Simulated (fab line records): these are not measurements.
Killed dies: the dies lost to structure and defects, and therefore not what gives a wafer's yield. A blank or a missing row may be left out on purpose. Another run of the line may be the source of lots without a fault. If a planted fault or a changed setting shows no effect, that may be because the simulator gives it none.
2 desks, one fault :: flow n5_finfet :: numbers are kept per desk, each desk with only its own; the story behind them comes last

AT THE METROLOGY DESK
What the gauges read for every lot (on any tool): the sampled wafers with a number, averaged. A lot is out of limits, marked OUT, if its mean lies more than 4 standard deviations from the usual mean; the brackets give that distance.
Columns: A = trench_depth_nm at N5_BEOL_M8_OCD_MEAS_38, usual 93.1 nm
lot: L652
first seen here: day 9 05:58
A: 94.4

lot: L656
first seen here: day 10 09:57
A: 92.9

lot: L657
first seen here: day 10 19:10
A: 94.1

lot: L661
first seen here: day 11 12:20
A: 91.5

lot: L659
first seen here: day 11 12:44
A: 93.6

lot: L663
first seen here: day 12 02:14
A: 94.1

lot: L662
first seen here: day 12 02:40
A: 97.3

lot: L664
first seen here: day 12 16:37
A: 93.5

lot: L668
first seen here: day 13 10:52
A: 97.7

lot: L670
first seen here: day 13 11:31
A: 93.8

lot: L673
first seen here: day 14 11:37
A: 94.3

lot: L671
first seen here: day 14 12:02
A: 94.3

lot: L674
first seen here: day 15 06:55
A: 93.3
This desk's verdict: no lot among the 13 shows anything out of limits.

FOR THE TOOL OWNER'S DESK: uv_cure-02
The tool's own readings at N5_BEOL_M8_CURE_75 (cures SiCOH lowk, time 120 s): means of the sampled wafers that have a number, for each lot that ran on this tool. A lot is out of limits, marked OUT, if its mean lies more than 4 standard deviations from the usual mean; the brackets give that distance.
Columns: A = lamp_power_pct at N5_BEOL_M8_CURE_75, usual 52.31 %; B = run_length_s at N5_BEOL_M8_CURE_75, usual 178.3 s; C = wafer_temp_C_max at N5_BEOL_M8_CURE_75, usual 371.7
lot: L661
first seen here: day 11 12:32
A: 52.34
B: 177.9
C: 372.0

lot: L662
first seen here: day 12 02:52
A: 52.34
B: 196.8 (+12) OUT
C: 371.2

lot: L664
first seen here: day 12 17:00
A: 52.26
B: 216.2 (+25) OUT
C: 372.0

lot: L668
first seen here: day 13 11:15
A: 52.31
B: 216.6 (+26) OUT
C: 372.3
This desk finds L662, L664, L668 out of limits, L662 being first, at day 12 02:52 (run_length_s at N5_BEOL_M8_CURE_75). L661 stayed within limits.

ALL TOGETHER
At day 12 02:52, on L662, L664, L668, the tool owner's desk was in a position to raise an alarm.
Nothing out of limits was seen by the metrology desk.
The metrology desk has L662, L664, L668 on record, within its limits.
Every lot named ran N5_BEOL_M8_CURE_75 on uv_cure-02.

WHAT WAS PUT IN BY THE SIMULATOR
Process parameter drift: uv_cure-02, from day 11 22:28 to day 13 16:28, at N5_BEOL_M8_CURE_75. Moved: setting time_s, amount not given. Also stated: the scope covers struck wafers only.
Lots struck among those shown: L662, L664, L668.
How many hours passed from the start of the fault until each desk's first out-of-limits reading: the tool owner's desk, 4.
